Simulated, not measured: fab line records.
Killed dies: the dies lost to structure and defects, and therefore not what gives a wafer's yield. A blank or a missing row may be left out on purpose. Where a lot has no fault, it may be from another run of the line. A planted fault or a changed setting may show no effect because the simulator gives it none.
Split-lot study || flow n5-finfet || route with 1938 steps; 7 lots, 21 wafers read

ABOUT THE SPLIT
At N5_BEOL_M15_COAT_04 (resist thk 800 nm), the setting spin-rpm was moved away from the recipe's 1704 rpm on 7 of the 21 wafers read, by -9.0% to +9.2%. All remaining wafers had this setting at the recipe value.

FROM THE SPLIT TO THE READING: what the file shows between them, 4 steps
- N5_BEOL_M15_EBR_06
- N5_BEOL_M15_SOFTBAKE_05: time 60 s
- N5_BEOL_M15_DESCUM_15: chemistry O2, time 7.9 s
- N5_BEOL_M15_ETCH_59: etches BARC in N2/H2, target depth 89 nm, overetch 26.7 nm, time 67.9 s

THE READING
coat_of_BEOL_M15_COAT_04.thk-nm (the simulator's own value, which no gauge read), in nm, at N5_BEOL_M15_VIA_ETCH_16 (etches SiO2 in C4F8/O2/Ar, target depth 1792.2 nm). No usual value for it is given in the file. Across the 14 wafers here that went through the recipe, the average is 330.8 nm and the standard deviation 6.7 nm.

{"wafer": "L079.1", "tool, chamber at the split": "litho-track-04, 0", "spin-rpm as run, rpm": 1551, "against the recipe": "-9.0%", "coat_of_BEOL_M15_COAT_04.thk-nm, nm": 370.2, "against lot-mates on the recipe": "+33.1"}
{"wafer": "L079.2", "tool, chamber at the split": "litho-track-04, 0", "spin-rpm as run, rpm": 1704, "against the recipe": "recipe", "coat_of_BEOL_M15_COAT_04.thk-nm, nm": 340.6, "against lot-mates on the recipe": "-"}
{"wafer": "L079.5", "tool, chamber at the split": "litho-track-04, 0", "spin-rpm as run, rpm": 1704, "against the recipe": "recipe", "coat_of_BEOL_M15_COAT_04.thk-nm, nm": 333.6, "against lot-mates on the recipe": "-"}
{"wafer": "L081.1", "tool, chamber at the split": "litho-track-03, 0", "spin-rpm as run, rpm": 1704, "against the recipe": "recipe", "coat_of_BEOL_M15_COAT_04.thk-nm, nm": 332.4, "against lot-mates on the recipe": "-"}
{"wafer": "L081.4", "tool, chamber at the split": "litho-track-03, 0", "spin-rpm as run, rpm": 1704, "against the recipe": "recipe", "coat_of_BEOL_M15_COAT_04.thk-nm, nm": 320, "against lot-mates on the recipe": "-"}
{"wafer": "L081.5", "tool, chamber at the split": "litho-track-03, 0", "spin-rpm as run, rpm": 1704, "against the recipe": "recipe", "coat_of_BEOL_M15_COAT_04.thk-nm, nm": 323.8, "against lot-mates on the recipe": "-"}
{"wafer": "L082.2", "tool, chamber at the split": "litho-track-04, 0", "spin-rpm as run, rpm": 1824, "against the recipe": "+7.0%", "coat_of_BEOL_M15_COAT_04.thk-nm, nm": 303.2, "against lot-mates on the recipe": -22.8}
{"wafer": "L082.4", "tool, chamber at the split": "litho-track-04, 0", "spin-rpm as run, rpm": 1824, "against the recipe": "+7.0%", "coat_of_BEOL_M15_COAT_04.thk-nm, nm": 305, "against lot-mates on the recipe": -21.0}
{"wafer": "L082.5", "tool, chamber at the split": "litho-track-04, 0", "spin-rpm as run, rpm": 1704, "against the recipe": "recipe", "coat_of_BEOL_M15_COAT_04.thk-nm, nm": 326, "against lot-mates on the recipe": "-"}
{"wafer": "L086.1", "tool, chamber at the split": "litho-track-04, 0", "spin-rpm as run, rpm": 1704, "against the recipe": "recipe", "coat_of_BEOL_M15_COAT_04.thk-nm, nm": 342.4, "against lot-mates on the recipe": "-"}
{"wafer": "L086.5", "tool, chamber at the split": "litho-track-04, 0", "spin-rpm as run, rpm": 1630, "against the recipe": "-4.3%", "coat_of_BEOL_M15_COAT_04.thk-nm, nm": 353, "against lot-mates on the recipe": "+17.9"}
{"wafer": "L086.6", "tool, chamber at the split": "litho-track-04, 0", "spin-rpm as run, rpm": 1704, "against the recipe": "recipe", "coat_of_BEOL_M15_COAT_04.thk-nm, nm": 327.8, "against lot-mates on the recipe": "-"}
{"wafer": "L087.1", "tool, chamber at the split": "litho-track-05, 0", "spin-rpm as run, rpm": 1704, "against the recipe": "recipe", "coat_of_BEOL_M15_COAT_04.thk-nm, nm": 331.8, "against lot-mates on the recipe": "-"}
{"wafer": "L087.2", "tool, chamber at the split": "litho-track-05, 0", "spin-rpm as run, rpm": 1640, "against the recipe": "-3.8%", "coat_of_BEOL_M15_COAT_04.thk-nm, nm": 351.4, "against lot-mates on the recipe": "+15.7"}
{"wafer": "L087.5", "tool, chamber at the split": "litho-track-05, 0", "spin-rpm as run, rpm": 1704, "against the recipe": "recipe", "coat_of_BEOL_M15_COAT_04.thk-nm, nm": 339.6, "against lot-mates on the recipe": "-"}
{"wafer": "L090.1", "tool, chamber at the split": "litho-track-03, 0", "spin-rpm as run, rpm": 1861, "against the recipe": "+9.2%", "coat_of_BEOL_M15_COAT_04.thk-nm, nm": 297.8, "against lot-mates on the recipe": -36.8}
{"wafer": "L090.5", "tool, chamber at the split": "litho-track-03, 0", "spin-rpm as run, rpm": 1704, "against the recipe": "recipe", "coat_of_BEOL_M15_COAT_04.thk-nm, nm": 334.6, "against lot-mates on the recipe": "-"}
{"wafer": "L090.6", "tool, chamber at the split": "litho-track-03, 0", "spin-rpm as run, rpm": 1861, "against the recipe": "+9.2%", "coat_of_BEOL_M15_COAT_04.thk-nm, nm": 299.8, "against lot-mates on the recipe": -34.8}
{"wafer": "L096.2", "tool, chamber at the split": "litho-track-04, 0", "spin-rpm as run, rpm": 1704, "against the recipe": "recipe", "coat_of_BEOL_M15_COAT_04.thk-nm, nm": 325, "against lot-mates on the recipe": "-"}
{"wafer": "L096.5", "tool, chamber at the split": "litho-track-04, 0", "spin-rpm as run, rpm": 1704, "against the recipe": "recipe", "coat_of_BEOL_M15_COAT_04.thk-nm, nm": 330.4, "against lot-mates on the recipe": "-"}
{"wafer": "L096.6", "tool, chamber at the split": "litho-track-04, 0", "spin-rpm as run, rpm": 1704, "against the recipe": "recipe", "coat_of_BEOL_M15_COAT_04.thk-nm, nm": 322.6, "against lot-mates on the recipe": "-"}

FIT RESULTS
A straight line over all 21 wafers: coat_of_BEOL_M15_COAT_04.thk-nm changes by -3.95 nm for each +1% of spin-rpm; r = -0.94; the points scatter about the line by 6.2 nm.
The same after taking each lot's own level away (the mean of its wafers on the recipe; 21 wafers): -3.68 nm for each +1%; r = -0.97; scatter 4.1 nm.
The reading moves by 34 nm for the largest change in spin-rpm, on that fit.
Across the lots, their own levels run from 325.40 to 337.10 nm, a range of 1.7 times the standard deviation given above.
The two slopes agree, so the slope changes little with the lot-to-lot level.
Check: -32.5 nm against its lot-mates is what the line predicts for one of the wafers moved furthest among these (+9.2%) when that wafer is left out of the fit. Against them it came out at -36.8 nm.

THESE WAFERS: OTHER SPLITS
Before the reading, these wafers also passed through other splits. Each is held against what the fit with the lots' levels taken away leaves over:
{"other split on the same wafers": "N5_BEOL_M12_COAT_58 spin-rpm", "wafers away from the commonest value": 11, "r with coat_of_BEOL_M15_COAT_04.thk-nm (lot level and that fit taken away)": "+0.10"}
{"other split on the same wafers": "N5_BEOL_M12_ETCH_59 h2-flow-sccm", "wafers away from the commonest value": 10, "r with coat_of_BEOL_M15_COAT_04.thk-nm (lot level and that fit taken away)": -0.19}
{"other split on the same wafers": "N5_BEOL_M13_EXPOSE_07 dose-mj", "wafers away from the commonest value": 6, "r with coat_of_BEOL_M15_COAT_04.thk-nm (lot level and that fit taken away)": "+0.00"}
{"other split on the same wafers": "N5_BEOL_M13_ETCH_59 time-s", "wafers away from the commonest value": 5, "r with coat_of_BEOL_M15_COAT_04.thk-nm (lot level and that fit taken away)": "+0.23"}
{"other split on the same wafers": "N5_BEOL_M14_EXPOSE_25 dose-mj", "wafers away from the commonest value": 5, "r with coat_of_BEOL_M15_COAT_04.thk-nm (lot level and that fit taken away)": "+0.09"}
{"other split on the same wafers": "N5_BEOL_M14_TRENCH_ETCH_34 bias-w", "wafers away from the commonest value": 6, "r with coat_of_BEOL_M15_COAT_04.thk-nm (lot level and that fit taken away)": "+0.27"}

THE WHOLE CHAIN: every reading that the file lists as answering this split, in the file's order
{"step": "N5_BEOL_M15_COAT_04", "what it does": "resist thk 800 nm", "reading": "coat_of_BEOL_M15_COAT_04.thk-nm (the simulator's own value, which no gauge read)", "change (the file's fit)": "-3.86 nm for each +1% of the setting", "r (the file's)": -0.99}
{"step": "N5_BEOL_M15_ETCH_59", "what it does": "etches BARC in N2/H2, target depth 89 nm, overetch 26.7 nm, time 67.9 s", "reading": "coat_of_BEOL_M15_COAT_04.thk-nm (the simulator's own value, which no gauge read)", "change (the file's fit)": "-3.96 nm for each +1% of the setting", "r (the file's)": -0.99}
{"step": "N5_BEOL_M15_VIA_ETCH_16", "what it does": "etches SiO2 in C4F8/O2/Ar, target depth 1792.2 nm", "reading": "coat_of_BEOL_M15_COAT_04.thk-nm (the simulator's own value, which no gauge read)", "change (the file's fit)": "-3.7 nm for each +1% of the setting", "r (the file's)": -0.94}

THE FILE'S OWN FIT
coat_of_BEOL_M15_COAT_04.thk-nm changes by -3.7 nm for each +1% of spin-rpm, r = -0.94.
